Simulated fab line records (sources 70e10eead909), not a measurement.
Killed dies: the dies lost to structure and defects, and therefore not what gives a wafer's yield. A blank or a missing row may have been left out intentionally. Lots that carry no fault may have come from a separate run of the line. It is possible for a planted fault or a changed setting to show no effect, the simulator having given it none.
Matching of chambers -- flow nand-harc -- NHARC_A_CHANNEL_FILL_D1_ALD_16 on ald-hk-03: 4 sister chambers
The step deposits SiO2, target thk 1.5 nm, pulse time 10 s, ald cycles 15. 8 wafers are shown with their chamber, then 9 later ones without.

EACH WAFER AND ITS CHAMBER
wafer,chamber,heater-power-w (W),precursor-pulse-height-rel
L083.6,3,486,0.978
L084.5,1,436,1.006
L085.2,2,446,1.022
L085.3,0,470,1.010
L085.6,3,477,1.016
L089.1,1,436,0.965
L089.2,0,470,0.979
L089.4,2,453,0.964

WAFERS MISSING THEIR CHAMBER
wafer,heater-power-w (W),precursor-pulse-height-rel
L091.1,439,1.000
L091.4,451,1.008
L091.5,445,0.996
L095.2,486,1.009
L095.4,449,0.977
L095.6,448,0.990
L097.1,447,1.012
L097.2,493,1.005
L097.6,475,0.975

WHICH CHAMBER EACH WENT THROUGH
wafer,from the rows above,in truth
L091.1,can't be placed: 1 or 2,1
L091.4,2,2
L091.5,can't be placed: 2 or 1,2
L095.2,3,3
L095.4,2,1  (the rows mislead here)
L095.6,2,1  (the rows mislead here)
L097.1,can't be placed: 2 or 1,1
L097.2,3,3
L097.6,can't be placed: 0 or 3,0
Correctly placed: 3 of 9. From these rows, 4 cannot be placed; in 4 the true chamber is one of the candidates. Placed wrongly: 2.
How it was worked out, from the rows above alone: a wafer's distance from a chamber is the root of the sum, over the readings, of the square of ((its reading less the chamber's mean) divided by the reading's scatter). If the next closest chamber is less than 2 further off than the closest, the wafer can't be placed; otherwise it belongs to the closest. Each chamber's mean is taken over the wafers shown for it. The scatter: take each reading less its chamber's mean, square it, sum over the shown wafers, divide by the number of wafers less the number of chambers, and take the root.
